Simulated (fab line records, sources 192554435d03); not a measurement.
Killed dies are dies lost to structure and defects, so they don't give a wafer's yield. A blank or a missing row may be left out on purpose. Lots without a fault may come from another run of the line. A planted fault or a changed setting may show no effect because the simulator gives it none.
Chamber matching | flow n5_finfet | N5_BEOL_M3_CO_CAP_55 on cvd_co-02: 3 sister chambers
The step material Co, precursor CCTBA/H2, target thk 2 nm, time 102.1 s. 6 wafers are shown with their chamber, then 12 later ones without.

WAFERS WITH THEIR CHAMBER
wafer  | chamber | heater_power_w (W)
L088.2 | 1       | 224
L088.5 | 2       | 259
L088.6 | 0       | 229
L087.4 | 1       | 220
L087.5 | 2       | 268
L087.6 | 0       | 224

WAFERS WITHOUT THEIR CHAMBER
wafer  | heater_power_w (W)
L090.1 | 221
L090.2 | 267
L090.5 | 226
L093.1 | 223
L093.2 | 222
L093.5 | 226
L091.1 | 231
L091.3 | 219
L091.4 | 231
L096.1 | 230
L096.5 | 270
L096.6 | 223

WHICH CHAMBER EACH WENT THROUGH
wafer  | from the rows above     | in truth
L090.1 | can't be placed: 1 or 0 | 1
L090.2 | 2                       | 2
L090.5 | can't be placed: 0 or 1 | 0
L093.1 | can't be placed: 1 or 0 | 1
L093.2 | can't be placed: 1 or 0 | 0
L093.5 | can't be placed: 0 or 1 | 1
L091.1 | can't be placed: 0 or 1 | 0
L091.3 | can't be placed: 1 or 0 | 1
L091.4 | can't be placed: 0 or 1 | 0
L096.1 | can't be placed: 0 or 1 | 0
L096.5 | 2                       | 2
L096.6 | can't be placed: 1 or 0 | 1
Placed correctly: 2 of 12. Can't be placed from these rows: 10 (the true chamber is among the candidates in 10). Placed wrongly: 0.
How it was worked out, from the rows above alone: a wafer's distance from a chamber is the root of the sum, over the readings, of the square of ((its reading less the chamber's mean) divided by the reading's scatter). The wafer belongs to the nearest chamber; if the next one is less than 2 further off, it can't be placed. A chamber's mean is the mean of its shown wafers. The scatter: the root of (the sum of the squares of (reading less its chamber's mean) over the shown wafers, divided by (wafers less chambers)).
